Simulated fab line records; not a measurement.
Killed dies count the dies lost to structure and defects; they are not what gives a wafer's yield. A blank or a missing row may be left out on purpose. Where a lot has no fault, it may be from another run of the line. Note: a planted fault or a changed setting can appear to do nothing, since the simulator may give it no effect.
Chamber matching ; flow n5-finfet ; 4 sister chambers for N5_GATE_CUT_CMP_61 on cmp-01
The step polishes, stops on SiNx, t overpolish 3 s. 4 wafers are shown with their chamber, then 9 later ones without.

WAFERS PAIRED WITH THEIR CHAMBERS
wafer;chamber;motor-current-A (A)
L087.3;0;10.6
L087.6;1;11.5
L087.1;3;12.5
L087.5;2;12.3

WAFERS WITHOUT THEIR CHAMBER
wafer;motor-current-A (A)
L090.1;11.7
L090.2;11.7
L090.6;11.3
L093.1;11.9
L093.4;12.0
L093.5;11.4
L094.1;12.2
L094.5;11.7
L094.6;12.6

EACH ONE'S CHAMBER
wafer;from the rows above;in truth
L090.1;can't be placed: 1 or 2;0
L090.2;can't be placed: 1 or 2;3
L090.6;1;1
L093.1;can't be placed: 1 or 2 or 3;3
L093.4;can't be placed: 2 or 1 or 3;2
L093.5;1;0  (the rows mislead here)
L094.1;can't be placed: 2 or 3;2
L094.5;can't be placed: 1 or 2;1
L094.6;can't be placed: 3 or 2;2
Correct placement for 1 of the 9. Unplaceable from these rows: 7, with the true chamber sitting among the candidates in 5. Wrongly placed: 1.
How it was worked out, from the rows above alone: a wafer's distance from a chamber is the root of the sum, over the readings, of the square of ((its reading less the chamber's mean) divided by the reading's scatter). The wafer belongs to the nearest chamber; if the next one is less than 2 further off, it can't be placed. A chamber's mean is the mean of its shown wafers. The scatter: root of mean squared gap, hidden wafer to nearest shown wafer, with one shown wafer a chamber.
